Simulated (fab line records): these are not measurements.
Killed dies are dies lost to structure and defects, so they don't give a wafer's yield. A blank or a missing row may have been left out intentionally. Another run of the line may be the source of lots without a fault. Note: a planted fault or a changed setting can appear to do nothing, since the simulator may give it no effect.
Split-lot study -- flow n5Finfet -- 21 wafers read across 7 lots, on a route 1938 steps long

== ABOUT THE SPLIT ==
At N5_BEOL_M6_DESCUM_33 (chemistry O2, time 7 s), the setting timeS was moved away from the recipe's 7 s on 10 of the 21 wafers read, by -21.1% to +21.1%. The other wafers ran this setting at the recipe's value.

Reading taken at the split's own step.

== THE READING ==
CAR-EUV_of_BEOL_M6_COAT_22.thkNm (the simulator's own value, which no gauge read), in nm, at N5_BEOL_M6_DESCUM_33 (chemistry O2, time 7 s). No usual value for it is given in the file. Average 26.1 nm, standard deviation 0.089 nm, over the 11 wafers here run with the recipe.

wafer,"tool, chamber at the split","timeS as run, s",against the recipe,"CAR-EUV_of_BEOL_M6_COAT_22.thkNm, nm",against lot-mates on the recipe
L077.1,"rieDiel-05, 2",7,recipe,26,-
L077.2,"rieDiel-05, 0",7,recipe,26,-
L077.4,"rieDiel-05, 1",5.522,-21.1%,26.8,+0.8
L079.2,"rieDiel-05, 3,1,1",7,recipe,26,-
L079.4,"rieDiel-05, 3,1,1",7,recipe,26,-
L079.6,"rieDiel-05, 3,1,1",7,recipe,26,-
L081.2,"rieDiel-01, 2",7.78,+11.1%,25.8,-0.4
L081.4,"rieDiel-01, 0",7.78,+11.1%,25.8,-0.4
L081.5,"rieDiel-01, 2",7,recipe,26.2,-
L083.2,"rieDiel-01, 3",8.478,+21.1%,25.4,-0.8
L083.5,"rieDiel-01, 2",8.478,+21.1%,25.6,-0.6
L083.6,"rieDiel-01, 3",7,recipe,26.2,-
L090.1,"rieDiel-02, 0",7,recipe,26,-
L090.3,"rieDiel-02, 2",7.691,+9.9%,25.8,-0.2
L090.4,"rieDiel-02, 3",7.691,+9.9%,25.8,-0.2
L091.2,"rieDiel-05, 3,2",7,recipe,26,-
L091.4,"rieDiel-05, 3,2",7,recipe,26,-
L091.6,"rieDiel-05, 3",7,recipe,26.2,-
L092.1,"rieDiel-01, 3",7.739,+10.6%,25.8,no lot-mate on the recipe
L092.5,"rieDiel-01, 2",7.739,+10.6%,25.8,no lot-mate on the recipe
L092.6,"rieDiel-01, 1",7.739,+10.6%,25.8,no lot-mate on the recipe
If several chambers appear in one row, that row covers several wafers at once and the file leaves open which wafer was in which chamber.

THE FIT
A straight line over all 21 wafers: CAR-EUV_of_BEOL_M6_COAT_22.thkNm changes by -0.0286 nm for each +1% of timeS; r = -0.95; the points scatter about the line by 0.084 nm.
The same after taking each lot's own level away (the mean of its wafers on the recipe; 18 wafers): -0.034 nm for each +1%; r = -0.98; scatter 0.073 nm.
Per that fit: largest timeS move, reading shift of 0.72 nm.
The lots' own levels span 26.00 to 26.20 nm, that is 2.2 times the standard deviation above.
Thus the slope moves with the lot-to-lot level: the two fits are different.
Check: for one of the wafers moved furthest among these (-21.1%), held out of the fit, the line's prediction against its lot-mates is +0.687 nm. Against them it came out at +0.8 nm.

== OTHER SPLITS ON THESE WAFERS ==
These wafers also went through other splits before the reading. Each is held against what the fit with the lots' levels taken away leaves over:
other split on the same wafers,wafers away from the commonest value,r with CAR-EUV_of_BEOL_M6_COAT_22.thkNm (lot level and that fit taken away)
N5_BEOL_M5_COAT_71 spinRpm,10,+0.17
N5_BEOL_M6_EXPOSE_25 doseMj,7,+0.24

== THE FILE'S OWN FIT ==
CAR-EUV_of_BEOL_M6_COAT_22.thkNm changes by -0.0342 nm for each +1% of timeS, r = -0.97.
